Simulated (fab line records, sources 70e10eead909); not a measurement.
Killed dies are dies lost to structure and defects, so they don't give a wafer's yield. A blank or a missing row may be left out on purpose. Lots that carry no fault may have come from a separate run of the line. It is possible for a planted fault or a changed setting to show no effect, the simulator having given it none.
What tool caused it? / flow nand harc / 66 wafers from 22 lots sampled at 5 of the route's 1302 steps

## WHAT THE GAUGES READ, wafer by wafer
NHARC_P_BONDPAD_THK_MEAS_20: measures by xrf. Usual: 160.8 nm for thk nm, sd 1.5.
lot=L074; measured=day 6 16:23; on=film metro-01; thk nm (nm)=159.7 160.4 159.0; flag=
lot=L075; measured=day 7 05:55; on=film metro-02; thk nm (nm)=160.0 161.3 161.5; flag=
lot=L076; measured=day 7 17:12; on=film metro-01; thk nm (nm)=159.9 157.7 158.7; flag=
lot=L077; measured=day 8 00:36; on=film metro-01; thk nm (nm)=163.4 161.9 161.9; flag=
lot=L079; measured=day 8 19:11; on=film metro-02; thk nm (nm)=160.6 161.1 160.5; flag=
lot=L080; measured=day 9 13:01; on=film metro-02; thk nm (nm)=159.9 158.0 161.4; flag=
lot=L081; measured=day 9 18:42; on=film metro-02; thk nm (nm)=163.6 162.1 161.3; flag=
lot=L082; measured=day 10 01:21; on=film metro-02; thk nm (nm)=161.4 163.7 162.7; flag=
lot=L083; measured=day 10 11:49; on=film metro-02; thk nm (nm)=160.6 161.5 159.7; flag=
lot=L084; measured=day 11 05:07; on=film metro-01; thk nm (nm)=158.8 160.3 160.1; flag=
lot=L085; measured=day 11 10:30; on=film metro-02; thk nm (nm)=164.7 159.8 161.9; flag=
lot=L086; measured=day 11 14:38; on=film metro-02; thk nm (nm)=158.3 159.8 158.6; flag=
lot=L087; measured=day 11 21:31; on=film metro-01; thk nm (nm)=156.9 161.4 158.4; flag=
lot=L089; measured=day 12 17:31; on=film metro-02; thk nm (nm)=163.4 161.0 161.8; flag=
lot=L088; measured=day 12 18:17; on=film metro-02; thk nm (nm)=162.2 164.1 159.9; flag=
lot=L090; measured=day 13 09:25; on=film metro-01; thk nm (nm)=160.8 163.2 162.3; flag=
lot=L091; measured=day 13 17:30; on=film metro-01; thk nm (nm)=160.5 158.6 159.9; flag=
lot=L092; measured=day 14 10:18; on=film metro-02; thk nm (nm)=160.5 164.0 161.0; flag=
lot=L093; measured=day 14 11:08; on=film metro-02; thk nm (nm)=159.1 160.0 160.5; flag=
lot=L094; measured=day 15 01:46; on=film metro-02; thk nm (nm)=159.5 161.4 160.7; flag=
lot=L095; measured=day 15 14:21; on=film metro-02; thk nm (nm)=161.2 162.2 161.9; flag=
lot=L097; measured=day 16 07:48; on=film metro-02; thk nm (nm)=160.4 160.4 163.9; flag=

## WHICH TOOL RAN EACH LOT (tool, then ch and the chambers of the sampled wafers, then the start)
lot=L074; NHARC_P_M0_PRE_CLEAN_31=pecvd-03 ch 0,1,2, day 6 03:29; NHARC_P_M1_ETCH_35=rie diel-02 ch 0,2, day 6 04:57; NHARC_P_BONDPAD_ETCH_37=rie diel-01 ch 0,2,3, day 6 14:08; NHARC_P_BONDPAD_STRIP_15=rie diel-07 ch 0,1, day 6 14:26
lot=L075; NHARC_P_M0_PRE_CLEAN_31=pecvd-03 ch 0,1,2, day 6 16:32; NHARC_P_M1_ETCH_35=rie diel-05 ch 0,3, day 6 18:13; NHARC_P_BONDPAD_ETCH_37=rie diel-07 ch 1,3, day 7 03:40; NHARC_P_BONDPAD_STRIP_15=rie diel-07 ch 0,3, day 7 03:59
lot=L076; NHARC_P_M0_PRE_CLEAN_31=pecvd-04 ch 1,2, day 7 04:28; NHARC_P_M1_ETCH_35=rie diel-04 ch 0,1, day 7 06:04; NHARC_P_BONDPAD_ETCH_37=rie diel-13 ch 0,1, day 7 14:49; NHARC_P_BONDPAD_STRIP_15=rie diel-01 ch 0,3, day 7 15:10
lot=L077; NHARC_P_M0_PRE_CLEAN_31=pecvd-01 ch 1,2, day 7 12:06; NHARC_P_M1_ETCH_35=rie diel-05 ch 1,3, day 7 13:42; NHARC_P_BONDPAD_ETCH_37=rie diel-01 ch 0,1,3, day 7 22:20; NHARC_P_BONDPAD_STRIP_15=rie diel-07 ch 2,3, day 7 22:40
lot=L079; NHARC_P_M0_PRE_CLEAN_31=pecvd-04 ch 1,2, day 8 06:29; NHARC_P_M1_ETCH_35=rie diel-02 ch 0,1,2, day 8 08:04; NHARC_P_BONDPAD_ETCH_37=rie diel-01 ch 0,2,3, day 8 16:56; NHARC_P_BONDPAD_STRIP_15=rie diel-01 ch 2,3, day 8 17:14
lot=L080; NHARC_P_M0_PRE_CLEAN_31=pecvd-01 ch 0,1, day 9 00:25; NHARC_P_M1_ETCH_35=rie diel-02 ch 1,3, day 9 01:59; NHARC_P_BONDPAD_ETCH_37=rie diel-13 ch 1,2,3, day 9 10:45; NHARC_P_BONDPAD_STRIP_15=rie diel-01 ch 1,2,3, day 9 11:04
lot=L081; NHARC_P_M0_PRE_CLEAN_31=pecvd-01 ch 0,1,2, day 9 06:13; NHARC_P_M1_ETCH_35=rie diel-02 ch 0,1,2, day 9 07:49; NHARC_P_BONDPAD_ETCH_37=rie diel-13 ch 0,1,2, day 9 16:26; NHARC_P_BONDPAD_STRIP_15=rie diel-13 ch 1,2,3, day 9 16:45
lot=L082; NHARC_P_M0_PRE_CLEAN_31=pecvd-04 ch 0,2, day 9 12:38; NHARC_P_M1_ETCH_35=rie diel-05 ch 0,1, day 9 14:13; NHARC_P_BONDPAD_ETCH_37=rie diel-01 ch 2,3, day 9 23:05; NHARC_P_BONDPAD_STRIP_15=rie diel-07 ch 0,1,3, day 9 23:24
lot=L083; NHARC_P_M0_PRE_CLEAN_31=pecvd-01 ch 0,1, day 9 23:22; NHARC_P_M1_ETCH_35=rie diel-05 ch 0,2, day 10 00:50; NHARC_P_BONDPAD_ETCH_37=rie diel-01 ch 1,2,3, day 10 09:32; NHARC_P_BONDPAD_STRIP_15=rie diel-13 ch 0,1, day 10 09:52
lot=L084; NHARC_P_M0_PRE_CLEAN_31=pecvd-01 ch 1,2, day 10 16:31; NHARC_P_M1_ETCH_35=rie diel-02 ch 0,1,3, day 10 18:06; NHARC_P_BONDPAD_ETCH_37=rie diel-01 ch 2,3, day 11 02:49; NHARC_P_BONDPAD_STRIP_15=rie diel-13 ch 1,3, day 11 03:09
lot=L085; NHARC_P_M0_PRE_CLEAN_31=pecvd-03 ch 0,1, day 10 21:50; NHARC_P_M1_ETCH_35=rie diel-02 ch 0,1,2, day 10 23:26; NHARC_P_BONDPAD_ETCH_37=rie diel-07 ch 0,1,2, day 11 08:16; NHARC_P_BONDPAD_STRIP_15=rie diel-13 ch 1,2, day 11 08:33
lot=L086; NHARC_P_M0_PRE_CLEAN_31=pecvd-01 ch 0,2, day 11 01:45; NHARC_P_M1_ETCH_35=rie diel-05 ch 1,2, day 11 03:21; NHARC_P_BONDPAD_ETCH_37=rie diel-13 ch 0,1, day 11 12:23; NHARC_P_BONDPAD_STRIP_15=rie diel-07 ch 2,3, day 11 12:43
lot=L087; NHARC_P_M0_PRE_CLEAN_31=pecvd-04 ch 0,1,2, day 11 09:13; NHARC_P_M1_ETCH_35=rie diel-05 ch 0,1,3, day 11 10:39; NHARC_P_BONDPAD_ETCH_37=rie diel-01 ch 0,3, day 11 19:16; NHARC_P_BONDPAD_STRIP_15=rie diel-07 ch 0,2,3, day 11 19:35
lot=L089; NHARC_P_M0_PRE_CLEAN_31=pecvd-04 ch 0,1,2, day 12 04:58; NHARC_P_M1_ETCH_35=rie diel-05 ch 0,1,3, day 12 06:28; NHARC_P_BONDPAD_ETCH_37=rie diel-13 ch 1,2,3, day 12 15:15; NHARC_P_BONDPAD_STRIP_15=rie diel-01 ch 0,1,2, day 12 15:33
lot=L088; NHARC_P_M0_PRE_CLEAN_31=pecvd-01 ch 0,1,2, day 12 05:41; NHARC_P_M1_ETCH_35=rie diel-05 ch 0,3, day 12 07:16; NHARC_P_BONDPAD_ETCH_37=rie diel-07 ch 0,3, day 12 16:02; NHARC_P_BONDPAD_STRIP_15=rie diel-13 ch 0,2,3, day 12 16:23
lot=L090; NHARC_P_M0_PRE_CLEAN_31=pecvd-01 ch 0,2, day 12 20:52; NHARC_P_M1_ETCH_35=rie diel-02 ch 0,2,3, day 12 22:27; NHARC_P_BONDPAD_ETCH_37=rie diel-01 ch 0,1, day 13 07:10; NHARC_P_BONDPAD_STRIP_15=rie diel-13 ch 0,2,3, day 13 07:28
lot=L091; NHARC_P_M0_PRE_CLEAN_31=pecvd-03 ch 0,1,2, day 13 04:53; NHARC_P_M1_ETCH_35=rie diel-02 ch 0,2,3, day 13 06:27; NHARC_P_BONDPAD_ETCH_37=rie diel-01 ch 2,3, day 13 15:05; NHARC_P_BONDPAD_STRIP_15=rie diel-07 ch 2,3, day 13 15:26
lot=L092; NHARC_P_M0_PRE_CLEAN_31=pecvd-03 ch 1,2, day 13 21:46; NHARC_P_M1_ETCH_35=rie diel-04 ch 0,1,3, day 13 23:23; NHARC_P_BONDPAD_ETCH_37=rie diel-01 ch 0,1,3, day 14 07:59; NHARC_P_BONDPAD_STRIP_15=rie diel-07 ch 1,2,3, day 14 08:19
lot=L093; NHARC_P_M0_PRE_CLEAN_31=pecvd-03 ch 0,2, day 13 22:42; NHARC_P_M1_ETCH_35=rie diel-05 ch 0,2,3, day 14 00:17; NHARC_P_BONDPAD_ETCH_37=rie diel-01 ch 1,2, day 14 08:50; NHARC_P_BONDPAD_STRIP_15=rie diel-07 ch 2,3, day 14 09:10
lot=L094; NHARC_P_M0_PRE_CLEAN_31=pecvd-03 ch 1,2, day 14 13:07; NHARC_P_M1_ETCH_35=rie diel-02 ch 2,3, day 14 14:34; NHARC_P_BONDPAD_ETCH_37=rie diel-07 ch 0,1,2, day 14 23:24; NHARC_P_BONDPAD_STRIP_15=rie diel-01 ch 2,3, day 14 23:41
lot=L095; NHARC_P_M0_PRE_CLEAN_31=pecvd-04 ch 1,2, day 15 01:29; NHARC_P_M1_ETCH_35=rie diel-04 ch 0,1,2, day 15 03:06; NHARC_P_BONDPAD_ETCH_37=rie diel-01 ch 0,3, day 15 12:05; NHARC_P_BONDPAD_STRIP_15=rie diel-01 ch 0,2,3, day 15 12:25
lot=L097; NHARC_P_M0_PRE_CLEAN_31=pecvd-04 ch 1,2, day 15 18:28; NHARC_P_M1_ETCH_35=rie diel-05 ch 0,1,3, day 15 19:58; NHARC_P_BONDPAD_ETCH_37=rie diel-13 ch 1,3, day 16 05:32; NHARC_P_BONDPAD_STRIP_15=rie diel-13 ch 0,1,3, day 16 05:53
- NHARC_P_M0_PRE_CLEAN_31: time 12 s.
- NHARC_P_M1_ETCH_35: etches the open film in N2/H2, target depth 40 nm, overetch 12 nm, time 43.94 s.
- NHARC_P_BONDPAD_ETCH_37: etches the open film in N2/H2, target depth 60 nm, overetch 18 nm, time 65.91 s.
- NHARC_P_BONDPAD_STRIP_15: strips in O2.

## WHAT THE TOOLS THEMSELVES READ (means of the sampled wafers that have a number; where no wafer has one, the mark that the record gives instead)
NHARC_P_M0_PRE_CLEAN_31. Usual: heater power w 645 W, standard deviation 76; rf fwd power W 292.5 W, standard deviation 0.91.
lot=L074; tool=pecvd-03; heater power w (W)=664; rf fwd power W (W)=292.1; flag=
lot=L075; tool=pecvd-03; heater power w (W)=633; rf fwd power W (W)=292.5; flag=
lot=L076; tool=pecvd-04; heater power w (W)=676; rf fwd power W (W)=293.2; flag=
lot=L077; tool=pecvd-01; heater power w (W)=618; rf fwd power W (W)=292.6; flag=
lot=L079; tool=pecvd-04; heater power w (W)=685; rf fwd power W (W)=293.4; flag=
lot=L080; tool=pecvd-01; heater power w (W)=670; rf fwd power W (W)=292.6; flag=
lot=L081; tool=pecvd-01; heater power w (W)=633; rf fwd power W (W)=292.3; flag=
lot=L082; tool=pecvd-04; heater power w (W)=728; rf fwd power W (W)=292.7; flag=
lot=L083; tool=pecvd-01; heater power w (W)=575; rf fwd power W (W)=292.6; flag=
lot=L084; tool=pecvd-01; heater power w (W)=567; rf fwd power W (W)=292.7; flag=
lot=L085; tool=pecvd-03; heater power w (W)=572; rf fwd power W (W)=293.8; flag=
lot=L086; tool=pecvd-01; heater power w (W)=673; rf fwd power W (W)=291.6; flag=
lot=L087; tool=pecvd-04; heater power w (W)=650; rf fwd power W (W)=292.6; flag=
lot=L089; tool=pecvd-04; heater power w (W)=666; rf fwd power W (W)=293.0; flag=
lot=L088; tool=pecvd-01; heater power w (W)=637; rf fwd power W (W)=293.2; flag=
lot=L090; tool=pecvd-01; heater power w (W)=696; rf fwd power W (W)=293.4; flag=
lot=L091; tool=pecvd-03; heater power w (W)=612; rf fwd power W (W)=292.8; flag=
lot=L092; tool=pecvd-03; heater power w (W)=567; rf fwd power W (W)=292.3; flag=
lot=L093; tool=pecvd-03; heater power w (W)=698; rf fwd power W (W)=292.7; flag=
lot=L094; tool=pecvd-03; heater power w (W)=649; rf fwd power W (W)=292.6; flag=
lot=L095; tool=pecvd-04; heater power w (W)=750; rf fwd power W (W)=292.4; flag=
lot=L097; tool=pecvd-04; heater power w (W)=745; rf fwd power W (W)=292.4; flag=

NHARC_P_M1_ETCH_35. Usual: drypump motor current A 5.7 A, standard deviation 0.5; oes product au 0.999 a.u., standard deviation 0.0094; rf fwd power W 395.3 W, standard deviation 1.7; rf vpp V 430.7 V, standard deviation 2.8; showerhead plenum p Torr 2.05 Torr, standard deviation 0.1; throttle valve pct 14.172 %, standard deviation 0.0092.
lot=L074; tool=rie diel-02; drypump motor current A (A)=5.6; oes product au (a.u.)=1.007; rf fwd power W (W)=395.2; rf vpp V (V)=433.8; showerhead plenum p Torr (Torr)=2.17; throttle valve pct (%)=14.170; flag=
lot=L075; tool=rie diel-05; drypump motor current A (A)=5.7; oes product au (a.u.)=0.995; rf fwd power W (W)=394.7; rf vpp V (V)=429.8; showerhead plenum p Torr (Torr)=2.04; throttle valve pct (%)=14.175; flag=
lot=L076; tool=rie diel-04; drypump motor current A (A)=6.2; oes product au (a.u.)=1.005; rf fwd power W (W)=396.7; rf vpp V (V)=430.1; showerhead plenum p Torr (Torr)=2.07; throttle valve pct (%)=14.173; flag=
lot=L077; tool=rie diel-05; drypump motor current A (A)=6.3; oes product au (a.u.)=0.987; rf fwd power W (W)=395.2; rf vpp V (V)=428.7; showerhead plenum p Torr (Torr)=1.95; throttle valve pct (%)=14.168; flag=
lot=L079; tool=rie diel-02; drypump motor current A (A)=5.4; oes product au (a.u.)=1.000; rf fwd power W (W)=396.1; rf vpp V (V)=430.8; showerhead plenum p Torr (Torr)=2.06; throttle valve pct (%)=14.166; flag=
lot=L080; tool=rie diel-02; drypump motor current A (A)=5.1; oes product au (a.u.)=1.003; rf fwd power W (W)=395.8; rf vpp V (V)=431.0; showerhead plenum p Torr (Torr)=2.05; throttle valve pct (%)=14.174; flag=
lot=L081; tool=rie diel-02; drypump motor current A (A)=5.4; oes product au (a.u.)=0.996; rf fwd power W (W)=395.2; rf vpp V (V)=431.5; showerhead plenum p Torr (Torr)=2.06; throttle valve pct (%)=14.169; flag=
lot=L082; tool=rie diel-05; drypump motor current A (A)=5.6; oes product au (a.u.)=0.991; rf fwd power W (W)=396.0; rf vpp V (V)=431.9; showerhead plenum p Torr (Torr)=2.09; throttle valve pct (%)=14.172; flag=
lot=L083; tool=rie diel-05; drypump motor current A (A)=5.6; oes product au (a.u.)=0.996; rf fwd power W (W)=396.3; rf vpp V (V)=432.7; showerhead plenum p Torr (Torr)=2.13; throttle valve pct (%)=14.178; flag=
lot=L084; tool=rie diel-02; drypump motor current A (A)=5.3; oes product au (a.u.)=1.005; rf fwd power W (W)=396.7; rf vpp V (V)=431.7; showerhead plenum p Torr (Torr)=2.08; throttle valve pct (%)=14.167; flag=
lot=L085; tool=rie diel-02; drypump motor current A (A)=5.4; oes product au (a.u.)=1.000; rf fwd power W (W)=396.2; rf vpp V (V)=431.0; showerhead plenum p Torr (Torr)=2.06; throttle valve pct (%)=14.174; flag=
lot=L086; tool=rie diel-05; drypump motor current A (A)=6.1; oes product au (a.u.)=0.998; rf fwd power W (W)=394.6; rf vpp V (V)=432.0; showerhead plenum p Torr (Torr)=2.09; throttle valve pct (%)=14.172; flag=
lot=L087; tool=rie diel-05; drypump motor current A (A)=6.0; oes product au (a.u.)=0.992; rf fwd power W (W)=394.0; rf vpp V (V)=429.9; showerhead plenum p Torr (Torr)=2.02; throttle valve pct (%)=14.173; flag=
lot=L089; tool=rie diel-05; drypump motor current A (A)=6.0; oes product au (a.u.)=0.998; rf fwd power W (W)=393.2; rf vpp V (V)=429.9; showerhead plenum p Torr (Torr)=2.02; throttle valve pct (%)=14.175; flag=
lot=L088; tool=rie diel-05; drypump motor current A (A)=6.0; oes product au (a.u.)=1.003; rf fwd power W (W)=393.8; rf vpp V (V)=428.2; showerhead plenum p Torr (Torr)=1.96; throttle valve pct (%)=14.170; flag=
lot=L090; tool=rie diel-02; drypump motor current A (A)=5.3; oes product au (a.u.)=1.003; rf fwd power W (W)=396.6; rf vpp V (V)=433.9; showerhead plenum p Torr (Torr)=2.14; throttle valve pct (%)=14.182; flag=
lot=L091; tool=rie diel-02; drypump motor current A (A)=5.4; oes product au (a.u.)=0.996; rf fwd power W (W)=396.7; rf vpp V (V)=434.0; showerhead plenum p Torr (Torr)=2.14; throttle valve pct (%)=14.171; flag=
lot=L092; tool=rie diel-04; drypump motor current A (A)=6.0; oes product au (a.u.)=0.994; rf fwd power W (W)=394.7; rf vpp V (V)=429.6; showerhead plenum p Torr (Torr)=2.01; throttle valve pct (%)=14.165; flag=
lot=L093; tool=rie diel-05; drypump motor current A (A)=5.8; oes product au (a.u.)=0.995; rf fwd power W (W)=394.6; rf vpp V (V)=431.3; showerhead plenum p Torr (Torr)=2.04; throttle valve pct (%)=14.181; flag=
lot=L094; tool=rie diel-02; drypump motor current A (A)=5.2; oes product au (a.u.)=1.010; rf fwd power W (W)=396.3; rf vpp V (V)=431.7; showerhead plenum p Torr (Torr)=2.10; throttle valve pct (%)=14.167; flag=
lot=L095; tool=rie diel-04; drypump motor current A (A)=6.4; oes product au (a.u.)=1.005; rf fwd power W (W)=395.8; rf vpp V (V)=429.7; showerhead plenum p Torr (Torr)=2.00; throttle valve pct (%)=14.170; flag=
lot=L097; tool=rie diel-05; drypump motor current A (A)=6.0; oes product au (a.u.)=1.003; rf fwd power W (W)=394.2; rf vpp V (V)=430.6; showerhead plenum p Torr (Torr)=2.02; throttle valve pct (%)=14.168; flag=

NHARC_P_BONDPAD_ETCH_37. Usual: drypump motor current A 5.4 A, standard deviation 0.41; oes product au 0.995 a.u., standard deviation 0.0087; rf fwd power W 395.6 W, standard deviation 1.5; rf vpp V 429.8 V, standard deviation 2.7; showerhead plenum p Torr 2.01 Torr, standard deviation 0.085; throttle valve pct 14.171 %, standard deviation 0.0089.
lot=L074; tool=rie diel-01; drypump motor current A (A)=5.4; oes product au (a.u.)=0.999; rf fwd power W (W)=394.8; rf vpp V (V)=430.1; showerhead plenum p Torr (Torr)=2.02; throttle valve pct (%)=14.168; flag=
lot=L075; tool=rie diel-07; drypump motor current A (A)=6.3; oes product au (a.u.)=0.997; rf fwd power W (W)=396.3; rf vpp V (V)=431.6; showerhead plenum p Torr (Torr)=2.04; throttle valve pct (%)=14.169; flag=
lot=L076; tool=rie diel-13; drypump motor current A (A)=5.4; oes product au (a.u.)=0.995; rf fwd power W (W)=394.3; rf vpp V (V)=428.8; showerhead plenum p Torr (Torr)=1.98; throttle valve pct (%)=14.175; flag=
lot=L077; tool=rie diel-01; drypump motor current A (A)=5.2; oes product au (a.u.)=1.004; rf fwd power W (W)=396.2; rf vpp V (V)=428.7; showerhead plenum p Torr (Torr)=1.96; throttle valve pct (%)=14.176; flag=
lot=L079; tool=rie diel-01; drypump motor current A (A)=5.4; oes product au (a.u.)=0.993; rf fwd power W (W)=396.0; rf vpp V (V)=429.7; showerhead plenum p Torr (Torr)=2.02; throttle valve pct (%)=14.167; flag=
lot=L080; tool=rie diel-13; drypump motor current A (A)=5.1; oes product au (a.u.)=0.998; rf fwd power W (W)=394.9; rf vpp V (V)=431.2; showerhead plenum p Torr (Torr)=2.06; throttle valve pct (%)=14.164; flag=
lot=L081; tool=rie diel-13; drypump motor current A (A)=5.1; oes product au (a.u.)=0.999; rf fwd power W (W)=394.4; rf vpp V (V)=429.0; showerhead plenum p Torr (Torr)=2.00; throttle valve pct (%)=14.171; flag=
lot=L082; tool=rie diel-01; drypump motor current A (A)=5.6; oes product au (a.u.)=0.988; rf fwd power W (W)=396.3; rf vpp V (V)=430.9; showerhead plenum p Torr (Torr)=2.04; throttle valve pct (%)=14.176; flag=
lot=L083; tool=rie diel-01; drypump motor current A (A)=5.4; oes product au (a.u.)=1.000; rf fwd power W (W)=395.5; rf vpp V (V)=429.2; showerhead plenum p Torr (Torr)=1.98; throttle valve pct (%)=14.167; flag=
lot=L084; tool=rie diel-01; drypump motor current A (A)=5.4; oes product au (a.u.)=0.999; rf fwd power W (W)=395.8; rf vpp V (V)=429.3; showerhead plenum p Torr (Torr)=2.00; throttle valve pct (%)=14.177; flag=
lot=L085; tool=rie diel-07; drypump motor current A (A)=6.0; oes product au (a.u.)=0.996; rf fwd power W (W)=395.6; rf vpp V (V)=431.8; showerhead plenum p Torr (Torr)=2.07; throttle valve pct (%)=14.173; flag=
lot=L086; tool=rie diel-13; drypump motor current A (A)=5.4; oes product au (a.u.)=0.993; rf fwd power W (W)=394.4; rf vpp V (V)=428.2; showerhead plenum p Torr (Torr)=1.98; throttle valve pct (%)=14.171; flag=
lot=L087; tool=rie diel-01; drypump motor current A (A)=5.2; oes product au (a.u.)=0.997; rf fwd power W (W)=395.8; rf vpp V (V)=430.3; showerhead plenum p Torr (Torr)=1.99; throttle valve pct (%)=14.161; flag=
lot=L089; tool=rie diel-13; drypump motor current A (A)=5.0; oes product au (a.u.)=0.993; rf fwd power W (W)=394.3; rf vpp V (V)=430.9; showerhead plenum p Torr (Torr)=2.06; throttle valve pct (%)=14.166; flag=
lot=L088; tool=rie diel-07; drypump motor current A (A)=6.1; oes product au (a.u.)=1.006; rf fwd power W (W)=397.3; rf vpp V (V)=428.8; showerhead plenum p Torr (Torr)=1.99; throttle valve pct (%)=14.183; flag=
lot=L090; tool=rie diel-01; drypump motor current A (A)=5.2; oes product au (a.u.)=0.999; rf fwd power W (W)=395.7; rf vpp V (V)=427.7; showerhead plenum p Torr (Torr)=1.94; throttle valve pct (%)=14.162; flag=
lot=L091; tool=rie diel-01; drypump motor current A (A)=5.6; oes product au (a.u.)=0.987; rf fwd power W (W)=396.0; rf vpp V (V)=430.7; showerhead plenum p Torr (Torr)=2.04; throttle valve pct (%)=14.170; flag=
lot=L092; tool=rie diel-01; drypump motor current A (A)=5.2; oes product au (a.u.)=1.000; rf fwd power W (W)=395.7; rf vpp V (V)=428.2; showerhead plenum p Torr (Torr)=1.96; throttle valve pct (%)=14.170; flag=
lot=L093; tool=rie diel-01; drypump motor current A (A)=5.5; oes product au (a.u.)=0.992; rf fwd power W (W)=395.9; rf vpp V (V)=429.9; showerhead plenum p Torr (Torr)=2.02; throttle valve pct (%)=14.168; flag=
lot=L094; tool=rie diel-07; drypump motor current A (A)=6.0; oes product au (a.u.)=1.001; rf fwd power W (W)=395.2; rf vpp V (V)=431.8; showerhead plenum p Torr (Torr)=2.07; throttle valve pct (%)=14.164; flag=
lot=L095; tool=rie diel-01; drypump motor current A (A)=5.2; oes product au (a.u.)=0.996; rf fwd power W (W)=395.8; rf vpp V (V)=428.8; showerhead plenum p Torr (Torr)=1.99; throttle valve pct (%)=14.165; flag=
lot=L097; tool=rie diel-13; drypump motor current A (A)=5.0; oes product au (a.u.)=0.996; rf fwd power W (W)=395.0; rf vpp V (V)=429.4; showerhead plenum p Torr (Torr)=1.99; throttle valve pct (%)=14.180; flag=

NHARC_P_BONDPAD_STRIP_15. Usual: drypump motor current A 5.6 A, standard deviation 0.48; oes product au 0.996 a.u., standard deviation 0.01; rf vpp V 57.7 V, standard deviation 0.86; showerhead plenum p Torr 3.50 Torr, standard deviation 0.14; throttle valve pct 17.037 %, standard deviation 0.0093.
lot=L074; tool=rie diel-07; drypump motor current A (A)=6.0; oes product au (a.u.)=0.999; rf vpp V (V)=57.9; showerhead plenum p Torr (Torr)=3.68; throttle valve pct (%)=17.035; flag=
lot=L075; tool=rie diel-07; drypump motor current A (A)=6.1; oes product au (a.u.)=0.995; rf vpp V (V)=57.5; showerhead plenum p Torr (Torr)=3.45; throttle valve pct (%)=17.035; flag=
lot=L076; tool=rie diel-01; drypump motor current A (A)=5.2; oes product au (a.u.)=0.999; rf vpp V (V)=56.7; showerhead plenum p Torr (Torr)=3.46; throttle valve pct (%)=17.036; flag=
lot=L077; tool=rie diel-07; drypump motor current A (A)=5.9; oes product au (a.u.)=0.994; rf vpp V (V)=57.6; showerhead plenum p Torr (Torr)=3.38; throttle valve pct (%)=17.039; flag=
lot=L079; tool=rie diel-01; drypump motor current A (A)=5.5; oes product au (a.u.)=1.003; rf vpp V (V)=56.9; showerhead plenum p Torr (Torr)=3.47; throttle valve pct (%)=17.041; flag=
lot=L080; tool=rie diel-01; drypump motor current A (A)=5.4; oes product au (a.u.)=1.008; rf vpp V (V)=58.0; showerhead plenum p Torr (Torr)=3.44; throttle valve pct (%)=17.034; flag=
lot=L081; tool=rie diel-13; drypump motor current A (A)=5.0; oes product au (a.u.)=0.999; rf vpp V (V)=57.8; showerhead plenum p Torr (Torr)=3.55; throttle valve pct (%)=17.044; flag=
lot=L082; tool=rie diel-07; drypump motor current A (A)=6.2; oes product au (a.u.)=0.999; rf vpp V (V)=57.7; showerhead plenum p Torr (Torr)=3.55; throttle valve pct (%)=17.027; flag=
lot=L083; tool=rie diel-13; drypump motor current A (A)=5.4; oes product au (a.u.)=0.996; rf vpp V (V)=57.1; showerhead plenum p Torr (Torr)=3.43; throttle valve pct (%)=17.033; flag=
lot=L084; tool=rie diel-13; drypump motor current A (A)=5.2; oes product au (a.u.)=0.988; rf vpp V (V)=58.0; showerhead plenum p Torr (Torr)=3.59; throttle valve pct (%)=17.040; flag=
lot=L085; tool=rie diel-13; drypump motor current A (A)=4.8; oes product au (a.u.)=0.994; rf vpp V (V)=57.6; showerhead plenum p Torr (Torr)=3.51; throttle valve pct (%)=17.037; flag=
lot=L086; tool=rie diel-07; drypump motor current A (A)=5.9; oes product au (a.u.)=0.992; rf vpp V (V)=57.4; showerhead plenum p Torr (Torr)=3.37; throttle valve pct (%)=17.038; flag=
lot=L087; tool=rie diel-07; drypump motor current A (A)=5.9; oes product au (a.u.)=1.001; rf vpp V (V)=57.2; showerhead plenum p Torr (Torr)=3.47; throttle valve pct (%)=17.035; flag=
lot=L089; tool=rie diel-01; drypump motor current A (A)=5.3; oes product au (a.u.)=0.986; rf vpp V (V)=57.6; showerhead plenum p Torr (Torr)=3.47; throttle valve pct (%)=17.040; flag=
lot=L088; tool=rie diel-13; drypump motor current A (A)=5.4; oes product au (a.u.)=0.995; rf vpp V (V)=58.8; showerhead plenum p Torr (Torr)=3.60; throttle valve pct (%)=17.031; flag=
lot=L090; tool=rie diel-13; drypump motor current A (A)=5.4; oes product au (a.u.)=0.996; rf vpp V (V)=57.6; showerhead plenum p Torr (Torr)=3.60; throttle valve pct (%)=17.038; flag=
lot=L091; tool=rie diel-07; drypump motor current A (A)=5.9; oes product au (a.u.)=1.004; rf vpp V (V)=57.2; showerhead plenum p Torr (Torr)=3.37; throttle valve pct (%)=17.038; flag=
lot=L092; tool=rie diel-07; drypump motor current A (A)=6.1; oes product au (a.u.)=1.004; rf vpp V (V)=57.7; showerhead plenum p Torr (Torr)=3.45; throttle valve pct (%)=17.042; flag=
lot=L093; tool=rie diel-07; drypump motor current A (A)=5.9; oes product au (a.u.)=0.993; rf vpp V (V)=57.9; showerhead plenum p Torr (Torr)=3.37; throttle valve pct (%)=17.040; flag=
lot=L094; tool=rie diel-01; drypump motor current A (A)=5.6; oes product au (a.u.)=0.994; rf vpp V (V)=57.9; showerhead plenum p Torr (Torr)=3.53; throttle valve pct (%)=17.045; flag=
lot=L095; tool=rie diel-01; drypump motor current A (A)=5.4; oes product au (a.u.)=0.992; rf vpp V (V)=57.7; showerhead plenum p Torr (Torr)=3.50; throttle valve pct (%)=17.038; flag=
lot=L097; tool=rie diel-13; drypump motor current A (A)=5.3; oes product au (a.u.)=0.997; rf vpp V (V)=56.7; showerhead plenum p Torr (Torr)=3.51; throttle valve pct (%)=17.034; flag=

## THE ANSWER, worked out from the rows above alone
Rule: a lot counts as off when the mean over its wafers that have a number is more than 3 standard deviations away from the usual mean. Also off: a lot with no number at a reading for which 4 or more lots have one. Any other lot the step has rows for is counted as sound. Order of review: gauges by route order, followed by the tools' own readings, for which a lot's mean as printed above is used. The first step at which some lot is off is used, and at that step the reading that is off furthest; a lot without a number counts as furthest.
Across all readings shown, no lot is off: no conclusion can be drawn from this.

## WHAT HAD BEEN PUT IN BY THE SIMULATOR
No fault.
